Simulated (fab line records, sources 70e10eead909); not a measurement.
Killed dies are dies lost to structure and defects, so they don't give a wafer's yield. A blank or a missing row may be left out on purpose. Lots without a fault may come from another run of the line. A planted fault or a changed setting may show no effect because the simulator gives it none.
fab line records | flow nand_harc
record lots=7 wafers=21 last_day=25
route steps=1159 shown A_STAIRCASE@655 END@1159
lots that met no fault: from a run of the same line without faults
start_h: hours from the record's first day to the start of the lot's first wafer shown | wait_h: hours since the lot's step before | " the same as in the row above | L1.1+2: a row that stands for several wafers | - no value, or no start given | * or withheld: withheld | < > ~ a bound
route shown NAME@n: a module of which the file shows steps, and the number in the route of the first | usual: mean/standard deviation of fault-free wafers | same: alike in all rows | chamber/n: place in a boat | sites: the reading at each site | _std_site: their standard deviation | _edge_site: outer sites' mean less inner sites' | radius_mm: how far each site lies from the wafer's centre | mask NAME#n: copy n | behind: the tool/chamber that last shaped the wafer | hold: why the lot was held/for how many hours/how that ended | device: the transistor (n, p or np) that didn't switch | end of line: the same wafers' tests at the end of the route | a step without rows: its recipe alone | killed: dies lost to structure and defects at the first sort, not the wafer's yield | map: a wafer's dies, x killed, . not, _ none there
set.NAME: the setting as run; set.NAME@STEP: as run at that earlier step | model.NAME: the simulator's own value behind a step, which no gauge read
lots at some steps of the route; a table a step, a row a wafer
services: from which hour (start_h, from the record's first day; less than 0 if before it) a tool's chamber was out of use, for how many hours, and why
## steps
# step NHARC_A_STAIRCASE_HMDS_282
# recipe time_s=30
# step NHARC_A_STAIRCASE_COAT_283
# recipe spin_rpm=1200
# step NHARC_A_STAIRCASE_SOFTBAKE_284
# recipe temp_c=135 time_s=170
# step NHARC_A_STAIRCASE_EBR_285
# step NHARC_A_STAIRCASE_EXPOSE_286
# recipe na=0.5 dose_mj=25.01 mask_id=CHOP_100
# step NHARC_A_STAIRCASE_PEB_287
# recipe peb_temp_c=115 peb_time_s=130
# step NHARC_A_STAIRCASE_DEVELOP_288
# recipe time_s=140
# step NHARC_A_STAIRCASE_HARDBAKE_290
# recipe temp_c=120 time_s=140
# step NHARC_A_STAIRCASE_DESCUM_291
# recipe time_s=3 o2_flow_sccm=200 ar_flow_sccm=0 bias_power_w=0 chemistry=O2
# usual drypump_motor_current_A=5.8/0.62 oes_product_au=0.999/0.011 rf_vpp_V=57.8/0.78 showerhead_plenum_p_Torr=1.91/0.071 throttle_valve_pct=11.311/0.0076
# columns lot.wafer tool chamber start_h wait_h drypump_motor_current_A oes_product_au rf_hours_counter_h rf_vpp_V showerhead_plenum_p_Torr throttle_valve_pct
L296.3 rie_diel-05 3 271.81 - 6.6 1.007 36 58.2 1.82 11.301
L296.1 " 0 " " 6.5 1.002 36 57.0 1.83 11.313
L296.4 " 1 " " 5.2 1.004 40 56.4 1.97 11.306
L303.1 rie_diel-13 2 304.04 - 6.0 0.999 5 57.7 1.98 11.301
L303.2 " 1 " " 6.4 1.002 5 58.5 1.93 11.310
L303.5 " 2 " " 5.9 0.983 - 57.8 1.98 11.305
L305.3 rie_diel-05 0 307.71 - 6.5 1.018 49 58.0 1.82 11.317
L305.2 " 1 " " 5.2 1.009 51 57.4 1.96 11.324
L305.1 " 2 " " 5.3 1.025 50 56.3 1.94 11.305
L309.2 rie_diel-05 3 338.38 - 6.6 0.998 62 57.6 1.81 11.303
L309.1 " 0 " " 6.5 1.009 63 56.0 1.82 11.300
L309.6 " 2 " " 5.3 1.024 - 58.6 1.93 11.321
L314.4 rie_diel-05 3 353.98 - 6.7 0.988 1 58.4 1.81 11.304
L314.3 " 0 " " 6.5 1.000 1 58.2 1.82 11.313
L314.2 " 1 " " 5.2 0.983 1 60.1 1.96 11.315
L316.2 rie_diel-05 1 369.77 - 5.2 0.992 6 57.2 1.95 11.326
L316.1 " 3 " " 6.6 0.987 6 58.2 1.81 11.307
L316.6 " 0 " " 6.5 0.990 - 57.4 1.82 11.313
L317.3 rie_diel-05 0 377.37 - 6.5 0.994 10 57.8 1.81 11.294
L317.4 " 2 " " 5.3 1.005 10 57.3 1.93 11.304
L317.6 " 0 " " 6.5 0.996 - 56.8 1.81 11.308
# step NHARC_A_STAIRCASE_ETCH_292
# recipe cf4_flow_sccm=100 chf3_flow_sccm=30 ar_flow_sccm=0 rf_w=500 bias_w=200 chemistry=CF4/CHF3
# usual cf4_flow_sccm=100.0/0.3 drypump_motor_current_A=5.8/0.62 oes_product_au=0.948/0.022 rf_vpp_V=370.4/2.1 showerhead_plenum_p_Torr=1.57/0.057 throttle_valve_pct=16.802/0.0086
# columns lot.wafer tool chamber start_h wait_h cf4_flow_sccm drypump_motor_current_A oes_product_au rf_hours_counter_h rf_vpp_V showerhead_plenum_p_Torr throttle_valve_pct
L296.1 rie_diel-05 2 271.88 0.1 100.3 5.3 0.940 38 371.3 1.59 16.813
L296.3 " 3 " " 99.8 6.7 0.914 36 367.0 1.50 16.789
L296.4 " 0 " " 100.1 6.5 0.929 36 367.7 1.51 16.797
L303.1 rie_diel-13 2 304.14 0.1 100.4 6.0 0.915 5 371.6 1.62 16.799
L303.2 " 0 " " 100.3 6.1 0.915 5 367.0 1.47 16.783
L303.5 " 1 " " 99.8 6.4 0.914 - 369.2 1.58 16.788
L305.1 rie_diel-05 0 307.80 0.1 100.1 6.5 0.958 49 368.2 1.50 16.820
L305.2 " 2 " " 100.4 5.3 0.965 50 370.6 1.59 16.798
L305.3 " 3 " " 100.1 6.7 0.944 49 368.6 1.50 16.807
L309.1 rie_diel-05 3 338.45 0.1 100.2 6.6 0.973 62 368.2 1.49 16.806
L309.2 " 1 " " 100.0 5.2 0.953 64 371.4 1.61 16.797
L309.6 " 0 " " 99.7 6.5 0.987 - 369.1 1.50 16.794
L314.3 rie_diel-05 1 354.07 0.1 99.3 5.2 0.973 1 371.3 1.61 16.800
L314.2 " 3 " " 99.5 6.6 0.954 1 368.1 1.49 16.792
L314.4 " 0 " " 99.6 6.5 0.974 1 368.3 1.50 16.822
L316.1 rie_diel-05 0 369.85 0.1 100.0 6.5 0.966 6 367.3 1.50 16.812
L316.2 " 1 " " 99.9 5.2 0.954 6 372.5 1.61 16.799
L316.6 " 1 " " 99.8 5.2 0.951 - 371.5 1.61 16.823
L317.3 rie_diel-05 0 377.47 0.1 100.0 6.5 0.919 10 368.0 1.50 16.793
L317.4 " 2 " " 99.8 5.3 0.925 10 370.8 1.58 16.805
L317.6 " 3 " " 99.9 6.6 0.917 - 369.1 1.49 16.800
# step NHARC_A_STAIRCASE_HM_OPEN_460
# recipe o2_flow_sccm=400 cos_flow_sccm=20 ar_flow_sccm=0 rf_w=500 bias_w=300 chemistry=O2/COS
# step NHARC_A_STAIRCASE_STRIP_461
# recipe o2_flow_sccm=400 cos_flow_sccm=20 ar_flow_sccm=0 bias_w=0 chemistry=O2/COS
# columns lot.wafer tool chamber start_h wait_h
L296.4+3+1 rie_diel-05 0,1,2 272.28 -
L303.2+1+5 rie_diel-13 2,3,1 304.53 -
L305.1+3+2 rie_diel-05 2,0,1 308.22 -
L309.2+1+6 rie_diel-05 0,2,1 338.85 -
L314.4+3+2 rie_diel-05 0,1,2 354.46 -
L316.2+1+6 rie_diel-05 0,2,3 370.25 -
L317.3+4+6 rie_diel-05 2,0,2 377.86 -
# step NHARC_A_STAIRCASE_ETCH_452
# recipe target_depth_a=300 overetch_a=30 time_s=16.5 ion_energy_ev=100 cf4_flow_sccm=80 o2_flow_sccm=20 ar_flow_sccm=0 rf_w=300 bias_w=100 chemistry=CF4/O2
# step NHARC_A_STAIRCASE_ETCH_294
# recipe target_depth_a=49920 time_s=1212.4 ion_energy_ev=800 c4f8_flow_sccm=80 o2_flow_sccm=60 ar_flow_sccm=withheld rf_w=600 bias_w=3000 chemistry=C4F8/O2/Ar
# step NHARC_A_STAIRCASE_STRIP_295
# recipe o2_flow_sccm=500 ar_flow_sccm=0 bias_w=0 chemistry=O2
# step NHARC_A_STAIRCASE_STRIP_296
# recipe time_s=900 temp_c=130 chemistry=SPM
# step NHARC_A_STAIRCASE_PRECLEAN_297
# recipe time_s=* temp_c=50 bath_age_min=0 chemistry=SC1
# step NHARC_A_STAIRCASE_SRD_298
# step NHARC_A_STAIRCASE_HM_DEP_462
# recipe target_thk_a=8000 temp_c=400 material=aC
# usual throttle_valve_pct=35.000/0.009
# columns lot.wafer tool chamber start_h wait_h throttle_valve_pct
L296.1 acl_dep-03 0 275.66 1.7 34.997
L296.3 " 0 " " 35.010
L296.4 " 0 " " 35.013
L303.1 acl_dep-01 0 308.31 2.1 34.991
L303.2 " 0 " " 34.994
L303.5 " 0 " " 35.002
L305.1 acl_dep-01 0 312.04 0.7 34.985
L305.2 " 0 " " 35.005
L305.3 " 0 " " 34.988
L309.1 acl_dep-02 0 340.62 0.1 34.996
L309.2 " 0 " " 35.004
L309.6 " 0 342.15 1.6 35.004
L314.2 acl_dep-03 0 358.03 1.8 35.012
L314.3 " 0 " " 35.019
L314.4 " 0 " " 34.989
L316.1 acl_dep-02 0 375.10 3.2 35.007
L316.2 " 0 " " 35.000
L316.6 " 0 376.62 4.7 35.011
L317.3 acl_dep-01 0 383.06 3.4 35.007
L317.4 " 0 " " 34.995
L317.6 " 0 " " 35.011
# step NHARC_A_STAIRCASE_DEP_301
# recipe target_thk_a=300 target_thk_nm=30 temp_c=400 pressure_torr=3.5 flow_sccm=200 rf_w=350 material=SiON
# step NHARC_A_STAIRCASE_DEHYDRATE_302
# recipe temp_c=150 time_s=120
# step NHARC_A_STAIRCASE_HMDS_303
# recipe time_s=30
# step NHARC_A_STAIRCASE_COAT_304
# recipe spin_rpm=1200
# step NHARC_A_STAIRCASE_SOFTBAKE_305
# recipe temp_c=135 time_s=170
# step NHARC_A_STAIRCASE_EBR_306
# step NHARC_A_STAIRCASE_EXPOSE_307
# recipe na=0.5 dose_mj=45.72 mask_id=CHOP_50
# step NHARC_A_STAIRCASE_PEB_308
# recipe peb_temp_c=115 peb_time_s=130
# step NHARC_A_STAIRCASE_DEVELOP_309
# recipe time_s=140
# step NHARC_A_STAIRCASE_HARDBAKE_311
# recipe temp_c=120 time_s=140
# step NHARC_A_STAIRCASE_DESCUM_312
# recipe time_s=3 o2_flow_sccm=200 ar_flow_sccm=0 bias_power_w=0 chemistry=O2
# usual drypump_motor_current_A=5.8/0.58 oes_product_au=1.000/0.01 rf_vpp_V=57.8/0.86 showerhead_plenum_p_Torr=1.92/0.074 throttle_valve_pct=11.311/0.0088
# columns lot.wafer tool chamber start_h wait_h drypump_motor_current_A oes_product_au rf_hours_counter_h rf_vpp_V showerhead_plenum_p_Torr throttle_valve_pct
L296.4 rie_diel-05 3 278.50 - 6.7 1.010 36 57.9 1.82 11.304
L296.3 " 1 " " 5.2 0.999 41 58.1 1.96 11.318
L296.1 " 2 " " 5.3 1.023 39 58.1 1.94 11.300
L303.2 rie_diel-05 1 311.05 - 5.2 1.000 54 57.6 1.96 11.304
L303.1 " 0 " " 6.5 1.002 52 57.4 1.82 11.315
L303.5 " 2 " " 5.3 1.016 - 57.6 1.93 11.319
L305.2 rie_diel-13 1 315.04 - 6.4 1.000 9 57.0 1.93 11.327
L305.3 " 3 " " 5.0 0.995 10 58.8 2.00 11.319
L305.1 " 0 " " 6.1 0.994 10 57.0 1.78 11.319
L309.2 rie_diel-09 3 343.47 - 4.8 0.999 26 57.9 1.93 11.302
L309.1 " 2 " " 5.7 1.010 33 59.4 1.94 11.319
L309.6 " 0 " " 5.7 1.007 - 57.8 2.00 11.285
L314.3 rie_diel-05 0 360.59 - 6.5 0.997 4 57.5 1.82 11.312
L314.2 " 1 " " 5.2 0.991 4 57.4 1.96 11.321
L314.4 " 3 " " 6.6 0.985 4 58.7 1.81 11.313
L316.1 rie_diel-13 1 377.91 - 6.4 1.003 33 57.5 1.92 11.321
L316.2 " 2 " " 6.0 0.987 36 57.5 1.97 11.323
L316.6 " 0 " " 6.1 0.994 - 57.2 1.77 11.323
L317.4 rie_diel-13 3 385.20 - 5.0 1.001 40 57.2 1.99 11.302
L317.3 " 0 " " 6.1 0.986 38 57.0 1.77 11.309
L317.6 " 3 " " 5.0 1.015 - 57.5 1.99 11.319
# step NHARC_A_STAIRCASE_ETCH_313
# recipe cf4_flow_sccm=100 chf3_flow_sccm=30 ar_flow_sccm=0 rf_w=500 bias_w=200 chemistry=CF4/CHF3
# step NHARC_A_STAIRCASE_HM_OPEN_463
# recipe o2_flow_sccm=400 cos_flow_sccm=20 ar_flow_sccm=0 rf_w=500 bias_w=300 chemistry=O2/COS
# step NHARC_A_STAIRCASE_STRIP_464
# recipe o2_flow_sccm=400 cos_flow_sccm=20 ar_flow_sccm=0 bias_w=0 chemistry=O2/COS
# step NHARC_A_STAIRCASE_ETCH_453
# recipe target_depth_a=300 overetch_a=30 time_s=16.5 ion_energy_ev=100 cf4_flow_sccm=80 o2_flow_sccm=20 ar_flow_sccm=0 rf_w=300 bias_w=100 chemistry=CF4/O2
# step NHARC_A_STAIRCASE_ETCH_315
# recipe target_depth_a=25000 time_s=607.1 ion_energy_ev=800 c4f8_flow_sccm=80 o2_flow_sccm=60 ar_flow_sccm=withheld rf_w=600 bias_w=3000 chemistry=C4F8/O2/Ar
# step NHARC_A_STAIRCASE_STRIP_316
# recipe o2_flow_sccm=500 ar_flow_sccm=0 bias_w=0 chemistry=O2
# usual drypump_motor_current_A=5.7/0.57 oes_product_au=1.000/0.011 rf_vpp_V=58.0/0.87 showerhead_plenum_p_Torr=3.54/0.13 throttle_valve_pct=17.037/0.0084
# columns lot.wafer tool chamber start_h wait_h drypump_motor_current_A oes_product_au rf_hours_counter_h rf_vpp_V showerhead_plenum_p_Torr throttle_valve_pct
L296.1 rie_diel-05 2 - - 5.3 1.021 40 59.9 3.57 17.044
L296.4 " 3 " " 6.6 0.997 37 56.7 3.36 17.027
L296.3 " 0 " " 6.6 1.008 38 56.9 3.38 17.031
L303.2 rie_diel-05 3 - - 6.7 0.992 51 57.3 3.36 17.044
L303.1 " 0 " " 6.5 1.006 52 57.7 3.37 17.028
L303.5 " 1 " " 5.2 0.999 - 58.7 3.61 17.043
L305.2 rie_diel-13 3 - - 5.0 1.010 10 57.7 3.67 17.031
L305.3 " 0 " " 6.0 0.988 10 56.9 3.29 17.040
L305.1 " 2 " " 6.0 0.987 10 57.7 3.63 17.044
L309.2 rie_diel-09 1 - - 5.8 0.985 34 56.9 3.62 17.039
L309.1 " 2 " " 5.8 1.005 35 57.5 3.58 17.036
L309.6 " 3 " " 4.7 0.993 - 58.1 3.56 17.030
L314.2 rie_diel-05 1 - - 5.3 1.003 5 57.9 3.60 17.032
L314.4 " 2 " " 5.3 1.019 5 57.3 3.55 17.035
L314.3 " 3 " " 6.7 0.997 5 57.0 3.35 17.035
L316.2 rie_diel-13 0 - - 6.1 0.986 35 56.1 3.28 17.032
L316.1 " 2 " " 6.0 0.985 37 57.3 3.62 17.037
L316.6 " 3 " " 5.0 1.009 - 58.4 3.65 17.047
L317.3 rie_diel-13 0 - - 6.1 0.997 38 56.8 3.28 17.042
L317.4 " 1 " " 6.4 1.004 37 57.1 3.53 17.030
L317.6 " 0 " " 6.1 0.992 - 57.3 3.28 17.027
# step NHARC_A_STAIRCASE_STRIP_317
# recipe time_s=900 temp_c=130 chemistry=SPM
# step NHARC_A_STAIRCASE_PRECLEAN_318
# recipe time_s=* temp_c=50 bath_age_min=0 chemistry=SC1
# step NHARC_A_STAIRCASE_SRD_329
# step NHARC_END_SORT_01
# recipe temp_c=25
# usual killed_at_array=28/9.1 killed_at_other=0.6/0.87 killed_at_periphery=3.4/2.7 killed_dies=32/9 killed_open=3.2/1.9 killed_short=2.0/1.3
# same gross_dies=677
# columns lot.wafer tool chamber start_h wait_h killed_at_array killed_at_other killed_at_periphery killed_dies killed_open killed_short
L305.1 prober-02 0 502.02 2.5 25 0 0 25 2 0
L305.2 prober-02 0 502.83 2.8 32 0 0 32 8 0
L305.3 prober-02 0 503.64 3.1 22 0 1 23 2 2
L314.2 prober-02 0 565.38 2.8 124 0 4 128 3 1
L314.3 prober-02 0 566.18 3.1 112 0 0 112 2 5
L314.4 prober-02 0 566.98 3.4 140 3 3 146 3 1
L316.1 prober-02 0 595.77 2.5 119 0 2 121 4 0
L316.2 prober-02 0 596.57 2.8 123 0 4 127 4 1
L316.6 prober-02 0 599.77 4.0 75 0 2 77 3 2
L317.3 prober-01 0 596.87 3.1 112 0 3 115 0 1
L317.4 prober-01 0 597.67 3.4 113 2 2 117 0 4
L317.6 prober-01 0 599.27 4.0 124 0 0 124 4 1
# killed by level:class
L305.1 A_STAIRCASE:chamber_film_flake=10 A_CHANNEL_HOLE_D1:chamber_film_flake=7 A_CONTACT:chamber_film_flake=6 A_ONON_D1:geometric_particle:open=1 A_SGD_CUT:geometric_particle:open=1
L305.2 A_CHANNEL_HOLE_D1:chamber_film_flake=9 A_STAIRCASE:chamber_film_flake=8 A_CONTACT:chamber_film_flake=4 A_M0:geometric_particle:open=3 A_SLIT:chamber_film_flake=3 A_BLC:geometric_particle:open=2 A_ONON_D1:geometric_particle:open=1 A_CHANNEL_FILL_D1:geometric_particle:open=1
L305.3 A_CHANNEL_HOLE_D1:chamber_film_flake=8 A_STAIRCASE:chamber_film_flake=7 A_CONTACT:chamber_film_flake=3 P_M1:geometric_particle:short=1 A_ONON_D1:geometric_particle:open=1 A_CONTACT:geometric_particle:open=1 A_M0:geometric_particle:short=1 A_WL_FILL:chamber_film_flake=1
L314.2 A_STAIRCASE:unspecified=94 A_SLIT:chamber_film_flake=15 A_CHANNEL_HOLE_D1:chamber_film_flake=7 P_M1:chamber_film_flake=2 A_SGD_CUT:chamber_film_flake=2 P_CONTACT:geometric_particle:short=1 P_CONTACT:geometric_particle:open=1 A_SGD_CUT:geometric_particle:open=1
L314.3 A_STAIRCASE:unspecified=70 A_CHANNEL_HOLE_D1:chamber_film_flake=15 A_SLIT:chamber_film_flake=15 A_CONTACT:geometric_particle:short=2 A_SGD_CUT:chamber_film_flake=2 A_CHANNEL_HOLE_D1:geometric_particle:open=1 A_CHANNEL_HOLE_D1:geometric_particle:short=1 A_CHANNEL_FILL_D1:geometric_particle:open=1
L314.4 A_STAIRCASE:unspecified=108 A_SLIT:chamber_film_flake=17 A_CHANNEL_HOLE_D1:chamber_film_flake=8 A_SGD_CUT:chamber_film_flake=4 THIN_TSV:chamber_film_flake=2 P_CONTACT:geometric_particle:open=1 A_CHANNEL_HOLE_D1:geometric_particle:short=1 A_CONTACT:geometric_particle:open=1
L316.1 A_STAIRCASE:unspecified=98 A_CHANNEL_HOLE_D1:chamber_film_flake=11 A_STAIRCASE:chamber_film_flake=3 A_ONON_D1:geometric_particle:open=2 A_CHANNEL_FILL_D1:chamber_film_flake=2 A_CONTACT:chamber_film_flake=2 P_M0:geometric_particle:open=1 P_M1:geometric_particle:open=1
L316.2 A_STAIRCASE:unspecified=103 A_CHANNEL_HOLE_D1:chamber_film_flake=13 A_CHANNEL_FILL_D1:chamber_film_flake=3 P_CONTACT:geometric_particle:open=1 P_M0:geometric_particle:open=1 P_M1:geometric_particle:open=1 A_WL_FILL:geometric_particle:short=1 A_M0:geometric_particle:open=1
L317.3 A_STAIRCASE:unspecified=101 A_CHANNEL_HOLE_D1:chamber_film_flake=6 A_CONTACT:chamber_film_flake=4 P_GATE:chamber_film_flake=2 A_WL_FILL:geometric_particle:short=1 P_STI:chamber_film_flake=1
L317.4 A_STAIRCASE:unspecified=100 A_CHANNEL_HOLE_D1:chamber_film_flake=6 THIN_TSV:chamber_film_flake=2 P_M0:geometric_particle:short=1 A_SOURCE_PLATE:geometric_particle:short=1 A_ONON_D1:geometric_particle:short=1 A_CHANNEL_FILL_D1:geometric_particle:short=1 P_STI:chamber_film_flake=1
L317.6 A_STAIRCASE:unspecified=106 A_CHANNEL_HOLE_D1:chamber_film_flake=10 A_CONTACT:chamber_film_flake=2 A_CHANNEL_HOLE_D1:geometric_particle:open=1 A_WL_FILL:geometric_particle:short=1 A_WL_FILL:geometric_particle:open=1 A_CONTACT:geometric_particle:open=1 A_M0:geometric_particle:open=1
L316.6 A_STAIRCASE:unspecified=53 A_CHANNEL_HOLE_D1:chamber_film_flake=7 A_CONTACT:chamber_film_flake=7 A_M1:geometric_particle:short=2 A_CHANNEL_FILL_D1:chamber_film_flake=2 A_WL_FILL:chamber_film_flake=2 P_CONTACT:geometric_particle:open=1 A_SGD_CUT:geometric_particle:open=1
# map L314.4 (x killed, . not)
____________.____________
_________x......_________
_______xx........._______
______x.x..........______
_____x.............._____
____x.x..............____
____.................____
___...................___
___...................___
__.............x.......__
__..............x....xx__
_x...........x.x....x..x_
_......x...xxxx.....x..x_
_.x.......xxxxxxx......x_
_........x.xxxxxx..x...._
_..x......xxxxxxxxx.xxxx_
.........xxxxxxxxxx...xx.
...x.....xxxxxxxxx...x...
.....x...xxxxxxxxx....xx.
.....x...xxxxxxxxx......x
........xxxxxxxxxxx......
_.......xxxxxxxxx.x....._
_..........xxxxxxx...x.._
_.......x.xxxxxx........_
_..........xxxxxxx......_
_...............x......._
__.....................__
__.....................__
___...................___
___...................___
____.................____
____.................____
_____..............._____
______.............______
_______...x......._______
_________......._________
____________.____________
# map L316.2 (x killed, . not)
____________x____________
_________xxxxx.._________
_______....x.x...._______
______...x.xx......______
_____......x........_____
____...........x.....____
____.................____
___......x............___
___.x.................___
__.....................__
__.............x.......__
_...........xxxx........_
_..........xxxx........._
_x.........xxxxxxx......_
_........xxxxxxxxx......_
_........xxxxxxxx.x....._
.........xxxxxxxxx.......
.......xxxxxxxxxxxx..xx..
........xxxxxxxxxxx....x.
..........xxxxxxxx.......
...........xxxxxx........
_.........xxxxxxx......._
_........x.xxxxxx.x....._
_...x......xxxxx........_
_...........xxx........._
_...........x.x........._
__.....................__
__.....................__
___...................___
___...................___
____.................____
____.....x...........____
_____............x.._____
______.............______
_______..........._______
_________......._________
____________.____________
## services
# columns tool chamber start_h hours kind
rie_diel-09 - 254.22 9.0 pm
rie_diel-05 0 270.76 - clean
rie_diel-05 1 270.76 - clean
rie_diel-05 2 270.76 - clean
rie_diel-05 3 270.76 - clean
rie_diel-13 - 276.17 9.0 pm
acl_dep-01 - 293.48 13.0 pm
rie_diel-05 0 295.30 - clean
rie_diel-05 1 295.30 - clean
rie_diel-05 2 295.30 - clean
rie_diel-05 3 295.30 - clean
acl_dep-03 - 317.37 0.2 repair
rie_diel-05 0 319.84 - clean
rie_diel-05 1 319.84 - clean
rie_diel-05 2 319.84 - clean
rie_diel-05 3 319.84 - clean
rie_diel-05 - 340.63 9.0 pm
rie_diel-05 0 340.63 9.0 vent_cycle
acl_dep-02 - 348.98 13.0 pm
rie_diel-09 0 353.62 40.8 repair
rie_diel-09 2 354.77 10.6 repair
rie_diel-09 2 366.19 2.7 repair
rie_diel-05 0 384.98 7.7 repair
rie_diel-05 3 385.22 1.5 repair
## key
first_sign step=NHARC_END_SORT_01 reading=killed_at_array direction=up sigmas=9.7 usual=28 struck=116
effect step=NHARC_END_SORT_01 reading=killed_dies direction=up sigmas=9.7 usual=32 struck=119
more_kills_born_at NHARC_A_STAIRCASE_STRIP_461@rie_diel-05=829
met_at NHARC_A_STAIRCASE_STRIP_461
struck_wafers L314.2,L314.3,L314.4,L316.1,L316.2,L316.6,L317.3,L317.4,L317.6
tester_left_out L314,L316,L317
onset_between 338.85 354.46
fault kind=chamber_particle_source tool=rie_diel-05 chamber=- onset_h=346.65 steps=NHARC_A_STAIRCASE_STRIP_461 rate_per_visit_cm2=1.7219 end_h=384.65
# tester_left_out: of these lots the tester's yield and bins aren't shown, on N5 and GAA mostly nor the transistor test; their killed dies are dies lost to structure and defects alone, not to doping, threshold or leakage, so they don't give the yield
